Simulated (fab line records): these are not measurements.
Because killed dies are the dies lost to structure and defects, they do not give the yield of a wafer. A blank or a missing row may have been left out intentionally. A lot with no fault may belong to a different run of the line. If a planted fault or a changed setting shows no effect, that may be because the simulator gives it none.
fab line records ; flow n5_finfet
[record] lots = 5; wafers = 15; last_day = 18
route steps=1938 shown FIN_SAQP@90 FIN_CUT@165 PASSIVATION@1936
lots untouched by any fault: they come from a run of this same line in which no faults occurred
start_h: the number of hours between the record's first day and the start of the first shown wafer of the lot ; wait_h: hours from the lot's prior step to this one ; " unchanged from the row above ; L1.1+2: a single row standing in for several wafers ; - no value, or no start given ; * or withheld: withheld ; < > ~ a bound
route shown NAME@n: NAME is a module with steps in the file, n the number in the route of the first one ; usual: average and standard deviation across the fault-free wafers ; same: alike in all rows ; chamber/n: place in a boat ; sites: per-site readings ; _std_site: standard deviation of those values ; _edge_site: outer sites' mean less inner sites' ; radius_mm: for every site, how far away it sits from the centre of the wafer ; mask NAME#n: copy n ; behind: the most recent tool/chamber to have shaped the wafer ; hold: what put the lot on hold/how long, in hours/how the hold closed ; device: the transistor (n, p or np) that didn't switch ; end of line: the tests these same wafers got at the end of their route ; a step without rows: its recipe alone ; killed: dies that structure and defects cost at the first sort, which is not the same as the wafer's yield ; map: dies across one wafer; x = killed, . = not, _ = none there
set.NAME: the setting the step ran with; set.NAME@STEP: the setting that earlier step ran with ; model.NAME: the simulator's own value behind a step, which no gauge read
lots seen at some steps along the route; tables by step, rows by wafer
services: the hour from which a tool's chamber was out of use, counted from the record's first day as start_h (under 0 if before that day), plus the number of hours and why
[[steps]]
[step N5_FIN_SAQP_PRECLEAN_42]
[recipe] chemistry = O3/DIW; time_s = 60; temp_c = 22; o3_ppm = 10
[step N5_FIN_SAQP_PRECLEAN_00]
[recipe] chemistry = SC1; time_s = 60; temp_c = 55; mix = 1:2:50
[step N5_FIN_SAQP_PRECLEAN_44]
[recipe] chemistry = SC2; time_s = 45; temp_c = 35; mix = 1:1:50
[step N5_FIN_SAQP_SRD_01]
[recipe] dry = ipa_marangoni; time_s = 30; temp_c = 23; rinse_liquid = diw
[step N5_FIN_SAQP_ALD_61]
[recipe] material = SiO2; target_thk_a = 40; temp_c = 300; ald_precursor_family = BDEAS; ald_co_reactant = O2-plasma; pulse_time_s = 1; purge_time_s = 2; co_reactant_purge_time_s = 2; ald_cycles = 43; pressure_torr = 2
[step N5_FIN_SAQP_DENSIFY_62]
[recipe] temp_c = 700; time_s = 60; ambient = N2; idle_temp_c = 600; ramp_up_c_per_s = 150; ramp_down_c_per_s = 60; cool_to_c = 600
[step N5_FIN_SAQP_HM_DEP_03]
[recipe] material = SiNx; target_thk_a = 380; temp_c = 400; precursor = SiH4/NH3/N2; pressure_torr = 1.5; rf_w = 300; time_s = 33.6
[step N5_FIN_SAQP_PECVD_47]
[recipe] material = a-Si; target_thk_a = 450; temp_c = 400; precursor = SiH4/He; pressure_torr = 3; rf_w = 100; time_s = 36.3
[step N5_FIN_SAQP_PECVD_48]
[recipe] material = SiNx; target_thk_a = 250; temp_c = 400; precursor = SiH4/NH3/N2; pressure_torr = 1.5; rf_w = 300; time_s = 22.1
[step N5_FIN_SAQP_PECVD_06]
[recipe] material = a-Si; target_thk_a = 600; temp_c = 400; precursor = SiH4/He; pressure_torr = 3; rf_w = 100; time_s = 48.1
[step N5_FIN_SAQP_HM_DEP_72]
[recipe] material = SiO2; target_thk_a = 120; temp_c = 400; precursor = SiH4/N2O; pressure_torr = 0.75; rf_w = 275; time_s = 7.2
[usual] heater_power_w = 742/52; rf_fwd_power_W = 272.9/0.94; showerhead_plenum_p_Torr = 8.10/0.1
lot.wafer;tool;chamber;start_h;wait_h;heater_power_w;rf_fwd_power_W;showerhead_plenum_p_Torr
L345.2;pecvd-01;1;76.09;0.0;810;272.2;8.05
L345.3;pecvd-01;0;76.09;0.0;750;272.6;8.08
L345.5;pecvd-01;0;76.09;0.0;746;272.4;8.07
L353.1;pecvd-01;0;123.20;0.0;696;271.6;8.07
L353.5;pecvd-01;2;123.20;0.0;700;273.2;8.29
L353.6;pecvd-01;0;123.20;0.0;743;272.0;8.08
L355.1;pecvd-01;1;135.21;0.0;782;273.4;8.07
L355.5;pecvd-01;0;135.21;0.0;727;272.1;8.09
L355.6;pecvd-01;2;135.21;0.0;658;272.8;8.25
L356.1;pecvd-01;2;142.12;0.0;700;274.3;8.26
L356.3;pecvd-01;1;142.12;0.0;844;273.0;8.06
L356.6;pecvd-01;0;142.12;0.0;696;272.5;8.08
L358.1;pecvd-03;0;154.16;0.0;684;272.6;8.10
L358.3;pecvd-03;1;154.16;0.0;672;272.7;7.99
L358.5;pecvd-03;2;154.16;0.0;764;272.2;7.95
[step N5_FIN_SAQP_COAT_49]
[recipe] resist = SOC; temp_c = 250; time_s = 60; spin_rpm = 1500; resist_thk_nm = 100
[step N5_FIN_SAQP_COAT_50]
[recipe] resist = SiARC; temp_c = 220; time_s = 60; spin_rpm = 1500; resist_thk_nm = 35
[step N5_FIN_SAQP_COAT_10]
[recipe] resist = CAR-ArF; spin_rpm = 1500; resist_thk_nm = 90
[step N5_FIN_SAQP_EBR_12]
[recipe] solvent = PGMEA; ebr_width_mm = 1.5
[step N5_FIN_SAQP_SOFTBAKE_11]
[recipe] temp_c = 110; time_s = 60; resist = CAR-ArF
[step N5_FIN_SAQP_EXPOSE_13]
[recipe] mask_id = FIN_CORE; na = 1.35; source_shape = dipole; sigma_inner = 0.538; sigma_outer = 0.738; polarization = te; target_cd_nm = 35.6; dose_mj = 63.25
[step N5_FIN_SAQP_PEB_14]
[recipe] peb_temp_c = withheld; peb_time_s = 60; resist = CAR-ArF
[step N5_FIN_SAQP_DEVELOP_15]
[recipe] develop_time_s = 30; developer = TMAH; resist = CAR-ArF; dev_temp_c = 23; rinse_liquid = diw; dry = air_spin
[step N5_FIN_SAQP_INSPECT_18]
[recipe] mode = adi; inspect_instrument = brightfield
[usual] raw_defect_count = 421/110
lot.wafer;tool;chamber;start_h;wait_h;raw_defect_count
L345.2;defect_inspect-01;-;76.48;0.0;448
L345.3;defect_inspect-01;-;76.48;0.0;469
L345.5;defect_inspect-01;-;76.48;0.0;416
L353.1;defect_inspect-01;-;123.72;0.0;675
L353.5;defect_inspect-01;-;123.72;0.0;767
L353.6;defect_inspect-01;-;123.72;0.0;790
L355.1;defect_inspect-02;-;135.60;0.0;718
L355.5;defect_inspect-02;-;135.60;0.0;997
L355.6;defect_inspect-02;-;135.60;0.0;985
L356.1;defect_inspect-01;-;142.63;0.0;951
L356.3;defect_inspect-01;-;142.63;0.0;966
L356.6;defect_inspect-01;-;142.63;0.0;927
L358.1;defect_inspect-02;-;154.67;0.0;417
L358.3;defect_inspect-02;-;154.67;0.0;444
L358.5;defect_inspect-02;-;154.67;0.0;320
[step N5_FIN_SAQP_DESCUM_21]
[recipe] chemistry = O2; time_s = 7.9; source_power_w = 50; bias_power_w = 20; pressure_mtorr = 20; rf_frequency_hz = 2.712e+07; temp_c = 40; resist = CAR-ArF; o2_flow_sccm = 225
[step N5_FIN_SAQP_ETCH_51]
[recipe] chemistry = CF4; target = SiARC; target_depth_a = 455; mask_material = CAR-ArF; time_s = 75.8; ion_energy_ev = 80; pressure_mtorr = 40; source_w = 545; bias_w = 36; Ar_flow_sccm = 100; cf4_flow_sccm = 100; ends = cleared
[step N5_FIN_SAQP_ETCH_52]
[recipe] chemistry = N2/H2; target = SOC; target_depth_a = 1000; overetch_a = 200; mask_material = SiARC; temp_c = 40; time_s = 150; ion_energy_ev = 200; pressure_mtorr = 30; source_w = 840; bias_w = 150; n2_flow_sccm = 200; h2_flow_sccm = 200; ends = end_point
[step N5_FIN_SAQP_STRIP_53]
[recipe] chemistry = N2/H2; temp_c = 40; n2_flow_sccm = 200; h2_flow_sccm = 200; rf_frequency_hz = 6e+07
[step N5_FIN_SAQP_HM_OPEN_73]
[recipe] chemistry = CHF3/O2; target = SiO2; stop_on = a-Si; target_depth_a = 120; over_etch_frac = 1.8; mask_material = SOC; time_s = 16.8; pressure_mtorr = 30; source_w = 650; bias_w = 170; Ar_flow_sccm = 200; CHF3_flow_sccm = 50; O2_flow_sccm = 5; ion_energy_ev = 200; ends = end_point
[step N5_FIN_SAQP_STRIP_74]
[recipe] chemistry = CHF3/O2; resist = SiARC; rf_frequency_hz = 6e+07
[step N5_FIN_SAQP_MANDREL_ETCH_22]
[recipe] target_depth_a = 600; chemistry = HBr/Cl2; target = a-Si; stop_on = SiNx; bt_time_s = 10; over_etch_frac = 0.5; time_s = 30; pressure_mtorr = 10; icp_w = 800; bias_w = 75; HBr_flow_sccm = 150; Cl2_flow_sccm = 80; ends = end_point
[step N5_FIN_SAQP_STRIP_55]
[recipe] chemistry = N2/H2; power_w = 500; temp_c = 40; pressure_mtorr = 50; rf_frequency_hz = 6e+07; overash_fraction = 0.3; bias_power_w = 28; h2_frac = 0.5; n2_flow_sccm = 300; h2_flow_sccm = 300
[step N5_FIN_SAQP_STRIP_23]
[recipe] chemistry = SPM; time_s = 750; temp_c = 130; h2so4_h2o2_vol_ratio = 4
[step N5_FIN_SAQP_SRD_66]
[recipe] dry = ipa_marangoni; time_s = 30; temp_c = 23; rinse_liquid = diw
[step N5_FIN_SAQP_RECESS_75]
[recipe] chemistry = HF/NH3; target = SiO2; target_depth_a = 144; afs_cycles = 3; temp_c = 30; sublimation_temp_c = 180; sublimation_time_s = 60
[step N5_FIN_SAQP_SPACER1_ALD_24]
[recipe] material = SiO2; target_thk_a = 203; temp_c = 300; ald_precursor_family = BDEAS; ald_co_reactant = O2-plasma; pulse_time_s = 1; purge_time_s = 2; co_reactant_purge_time_s = 2; ald_cycles = 218; pressure_torr = 2
[step N5_FIN_SAQP_SPACER1_ETCHBACK_25]
[recipe] chemistry = CHF3/O2; mode = anisotropic_etchback; target = SiO2; target_depth_a = 244; time_s = 12.2; pressure_mtorr = 30; source_w = 650; bias_w = 170; Ar_flow_sccm = 200; CHF3_flow_sccm = 50; O2_flow_sccm = 5; ion_energy_ev = 200
[step N5_FIN_SAQP_MANDREL1_REMOVE_56]
[recipe] chemistry = HBr/Cl2/O2; bt_time_s = 10; target = a-Si; stop_on = SiNx; endpoint = OES-SiCl; over_etch_frac = 1; icp_w = 600; bias_w = 22; HBr_flow_sccm = 150; Cl2_flow_sccm = 80; O2_flow_sccm = 5; pressure_mtorr = 10
[step N5_FIN_SAQP_ETCH_57]
[recipe] chemistry = CH3F/O2; target = SiNx; mask_material = SiO2; target_depth_a = 325; time_s = 46.4; pressure_mtorr = 30; source_w = 395; bias_w = 73; Ar_flow_sccm = 150; CH3F_flow_sccm = 30; O2_flow_sccm = 20; ion_energy_ev = 120; ends = cleared
[step N5_FIN_SAQP_ETCH_65]
[recipe] chemistry = CF4; target = SiO2; target_depth_a = 40; ion_energy_ev = 350; time_s = 4.4; pressure_mtorr = 10; icp_w = 800; bias_w = 400; cf4_flow_sccm = 80
[step N5_FIN_SAQP_MANDREL_ETCH_58]
[recipe] chemistry = HBr/Cl2; target = a-Si; target_depth_a = 450; bt_time_s = 10; stop_on = SiNx; mask_material = SiO2; over_etch_frac = 0.8; time_s = 27; pressure_mtorr = 10; icp_w = 800; bias_w = 75; HBr_flow_sccm = 150; Cl2_flow_sccm = 80; ends = end_point
[step N5_FIN_SAQP_INSPECT_40]
[recipe] inspect_instrument = brightfield; mode = aei
[usual] raw_defect_count = 220/61
lot.wafer;tool;chamber;start_h;wait_h;raw_defect_count
L345.2;defect_inspect-02;-;80.77;0.0;291
L345.3;defect_inspect-02;-;80.77;0.0;236
L345.5;defect_inspect-02;-;80.77;0.0;211
L353.1;defect_inspect-01;-;127.96;0.0;633
L353.5;defect_inspect-01;-;127.96;0.0;711
L353.6;defect_inspect-01;-;127.96;0.0;638
L355.1;defect_inspect-02;-;142.02;0.0;651
L355.5;defect_inspect-02;-;142.02;0.0;682
L355.6;defect_inspect-02;-;142.02;0.0;716
L356.1;defect_inspect-02;-;147.08;0.0;630
L356.3;defect_inspect-02;-;147.08;0.0;763
L356.6;defect_inspect-02;-;147.08;0.0;738
L358.1;defect_inspect-02;-;161.20;0.0;260
L358.3;defect_inspect-02;-;161.20;0.0;240
L358.5;defect_inspect-02;-;161.20;0.0;204
[step N5_FIN_CUT_INSPECT_10]
[recipe] mode = adi; inspect_instrument = brightfield
[usual] raw_defect_count = 40/9.9
lot.wafer;tool;chamber;start_h;wait_h;raw_defect_count
L345.2;defect_inspect-02;-;81.16;0.0;53
L345.3;defect_inspect-02;-;81.16;0.0;36
L345.5;defect_inspect-02;-;81.16;0.0;43
L353.1;defect_inspect-01;-;128.35;0.1;490
L353.5;defect_inspect-01;-;128.35;0.1;526
L353.6;defect_inspect-01;-;128.35;0.1;482
L355.1;defect_inspect-02;-;142.41;0.1;514
L355.5;defect_inspect-02;-;142.41;0.1;529
L355.6;defect_inspect-02;-;142.41;0.1;502
L356.1;defect_inspect-01;-;147.59;0.1;499
L356.3;defect_inspect-01;-;147.59;0.1;501
L356.6;defect_inspect-01;-;147.59;0.1;505
L358.1;defect_inspect-02;-;161.59;0.1;45
L358.3;defect_inspect-02;-;161.59;0.1;50
L358.5;defect_inspect-02;-;161.59;0.1;33
[step N5_PASSIVATION_PROBE_49]
[usual] killed_at_M0_to_M3 = 36/11; killed_at_M4_up = 14/5.6; killed_at_contacts = 11/5.6; killed_at_front_end = 40/12; killed_at_other = 4/3.2; killed_dies = 105/17; killed_open = 69/12; killed_short = 34/8.4
[same] gross_dies = 1180; killed_at_back_side = 0
lot.wafer;tool;chamber;start_h;wait_h;killed_at_M0_to_M3;killed_at_M4_up;killed_at_contacts;killed_at_front_end;killed_at_other;killed_dies;killed_open;killed_short
L355.1;prober-02;-;413.11;0.0;52;7;20;147;8;234;74;46
L355.5;prober-02;-;413.31;0.2;27;13;10;157;0;207;63;26
L355.6;prober-02;-;413.36;0.3;36;14;11;149;1;211;61;31
L353.1;prober-01;-;414.45;0.0;39;22;12;138;7;218;74;35
L353.5;prober-01;-;414.65;0.2;34;15;12;156;1;218;63;27
L353.6;prober-01;-;414.70;0.3;26;20;17;147;3;213;68;29
L356.1;prober-01;-;426.47;0.0;22;11;13;149;3;198;54;26
L356.3;prober-01;-;426.57;0.1;31;8;7;144;3;193;49;26
L356.6;prober-01;-;426.72;0.3;34;8;15;131;1;189;66;17
// killed by level:class
L355.1 FIN_SAQP:unspecified=114 MOL_CONTACT_COAG:geometric_particle:open=13 BEOL_M0_SAQP:geometric_particle:short=12 BEOL_M2:geometric_particle:open=10 FIN_SAQP:geometric_particle:open=8 BEOL_M1:geometric_particle:open=8 MOL_CONTACT_COAG:geometric_particle:short=7 DUMMY_GATE:geometric_particle:open=6
L355.5 FIN_SAQP:unspecified=114 FIN_SAQP:geometric_particle:open=12 MOL_CONTACT_COAG:geometric_particle:open=10 BEOL_M0_SAQP:geometric_particle:open=7 FIN_SAQP:geometric_particle:short=6 BEOL_M1:geometric_particle:open=6 BEOL_M2:geometric_particle:open=6 BEOL_M0_SAQP:geometric_particle:short=5
L355.6 FIN_SAQP:unspecified=119 BEOL_M1:geometric_particle:open=14 FIN_SAQP:geometric_particle:open=8 MOL_CONTACT_COAG:geometric_particle:open=6 BEOL_M2:geometric_particle:open=6 STI_FIN_REVEAL:geometric_particle:open=5 MOL_CONTACT_COAG:geometric_particle:short=5 BEOL_M5:geometric_particle:open=5
L353.1 FIN_SAQP:unspecified=108 MOL_CONTACT_COAG:geometric_particle:open=11 BEOL_M4:geometric_particle:open=11 BEOL_M0_SAQP:geometric_particle:short=10 FIN_SAQP:geometric_particle:open=9 BEOL_M0_SAQP:geometric_particle:open=9 FIN_SAQP:geometric_particle:short=8 BEOL_M1:geometric_particle:open=5
L353.5 FIN_SAQP:unspecified=124 BEOL_M0_SAQP:geometric_particle:open=11 BEOL_M0_SAQP:geometric_particle:short=11 STI_FIN_REVEAL:geometric_particle:open=9 MOL_CONTACT_COAG:geometric_particle:open=9 DUMMY_GATE:geometric_particle:open=6 BEOL_M1:geometric_particle:open=5 BEOL_M2:geometric_particle:open=4
L353.6 FIN_SAQP:unspecified=114 BEOL_M4:geometric_particle:open=13 MOL_CONTACT_COAG:geometric_particle:open=12 FIN_SAQP:geometric_particle:open=9 BEOL_M0_SAQP:geometric_particle:open=6 MOL_CONTACT_COAG:geometric_particle:short=5 DUMMY_GATE:geometric_particle:open=4 BEOL_M0_SAQP:geometric_particle:short=4
L356.1 FIN_SAQP:unspecified=114 MOL_CONTACT_COAG:geometric_particle:open=11 FIN_SAQP:geometric_particle:open=10 FIN_SAQP:geometric_particle:short=10 BEOL_M2:geometric_particle:open=6 BEOL_M2:geometric_particle:short=4 BEOL_M4:geometric_particle:open=4 DUMMY_GATE:geometric_particle:open=3
L356.3 FIN_SAQP:unspecified=117 FIN_SAQP:geometric_particle:short=6 MOL_CONTACT_COAG:geometric_particle:open=6 STARTING-WAFER:geometric_particle:short=6 BEOL_M3:geometric_particle:open=6 BEOL_M1:geometric_particle:open=5 BEOL_M2:geometric_particle:open=5 BEOL_M0_SAQP:geometric_particle:short=4
L356.6 FIN_SAQP:unspecified=105 MOL_CONTACT_COAG:geometric_particle:open=14 BEOL_M0:geometric_particle:open=9 BEOL_M1:geometric_particle:open=7 BEOL_M2:geometric_particle:open=7 FIN_SAQP:geometric_particle:open=5 GATE_CUT:geometric_particle:short=5 BEOL_M0_SAQP:geometric_particle:open=5
// map L353.1 (x killed, . not)
_________________.......x....________________
______________.................._____________
___________.....................x..__________
__________........x.......x....x...._________
________...................x..x.x..xx._______
_______.x........x..............x...xx.______
______...........x......x.x..xxxxxxxxxxx_____
_____..x........x............xxxxxxxxxxx.____
____............x.....x......xxxxxxxxxxxx.___
___.........x...........x...xxxxxxxxxxxxxxx__
___................x..........xxxxxxxxxxxxx__
__.........x...x..x.x...x....x.xxxxxxxxxxxx._
__.x..xx..............xx..x...xxxxxxxxxx.x.._
_x........x....xx............xxxxxx.xx..x....
_..x............................xxxxxxxx.xx..
_.............x...x......x...x.....x..x.x....
_x..........x.......xxx......x.....xxx.......
_......x....................x.xx.....x.......
_...x........................................
_.x...............x.x....xx.x....x.....x..x..
_........x.....x..........x..............x...
__.xx.........x...x..x.......x.............._
__xx........................................_
___x..............x.................x...x..__
___..................................x.....__
____x........x.............x..............___
_____x.........x..x.x.........x..........____
______...............x..x.............x._____
_______...............................x______
________..............xx....x........._______
__________......x............x......_________
___________..x...........x.x.......__________
______________.............x..x._____________
_________________x...x.......________________
// map L355.1 (x killed, . not)
_________________x...........________________
______________.................._____________
___________.....x..........x.......__________
__________.......................xx._________
________x..........xx..........xx...x._______
_______x..x.xx.x..x...x........x.x.....______
______...xxx.x........................x._____
_____.x.xxxxxxx.x..x....x................____
____.xxxxxxxxxxxxx.x...x...x.x............___
___.xxxxxxxxxxxx.xx...............x..x.....__
___..xxxxxxxxxxxxxx..x....x..x...x.........__
__x.x.xxxxxxxxxxxx...........x.............._
__...xxxxxxxxxxxx..x........xx.xx...x.....xx_
_......xxxxxxxxxxx.xxx.....x..x..............
_....xx.xxxxxxxxxx........x...x.....xx.......
_....x...xxx.x.x........x....................
_.....x.x..x.x..x............x...............
_.......x..................x..x............x.
_.....................x......................
_x......................x........x...........
_....x..x.............x..x...........x.......
__..x..x.x...x..x..x.x..x..x........x......._
__x..x...x.x....x.x..x.......x.............x_
___.....x..........x.......................__
___....x.....................x.............__
____.........xx........x.............x..x.___
_____........x......x...x........x.......____
______..............x..x..........x....._____
_______x.....x..x..............x.......______
________x.........xx.......x.........._______
__________x...x....................._________
___________....x.......x.......xx..__________
______________........x.x..x.x.._____________
_________________.x..........________________
[[services]]
tool;chamber;start_h;hours;kind
pecvd-03;-;57.65;0.5;repair
pecvd-01;2;87.25;2.8;repair
pecvd-03;2;102.20;5.0;scheduled_down
pecvd-01;2;110.55;7.9;repair
pecvd-03;0;112.17;8.8;repair
[[key]]
[first_sign] step = N5_FIN_SAQP_INSPECT_18; reading = raw_defect_count; direction = up; sigmas = 3.9; usual = 421; struck = 864
[effect] step = N5_FIN_SAQP_INSPECT_40; reading = raw_defect_count; direction = up; sigmas = 7.7; usual = 220; struck = 685
[effect] step = N5_FIN_CUT_INSPECT_10; reading = raw_defect_count; direction = up; sigmas = 47; usual = 40; struck = 505
[effect] step = N5_PASSIVATION_PROBE_49; reading = killed_at_front_end; direction = up; sigmas = 8.9; usual = 40; struck = 146
[more_kills_born_at] N5_FIN_SAQP_HM_DEP_72@pecvd-01 = 1028
met_at N5_FIN_SAQP_HM_DEP_72
struck_wafers L353.1,L353.5,L353.6,L355.1,L355.5,L355.6,L356.1,L356.3,L356.6
tester_left_out L353,L355,L356
onset_between 76.09 123.20
[fault] kind = chamber_particle_source; tool = pecvd-01; chamber = -; onset_h = 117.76; steps = N5_FIN_SAQP_HM_DEP_72; rate_per_visit_cm2 = 0.71954; end_h = 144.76
// tester_left_out: of these lots the tester's yield and bins aren't shown, on N5 and GAA mostly nor the transistor test; their killed dies are dies lost to structure and defects alone, not to doping, threshold or leakage, so they don't give the yield
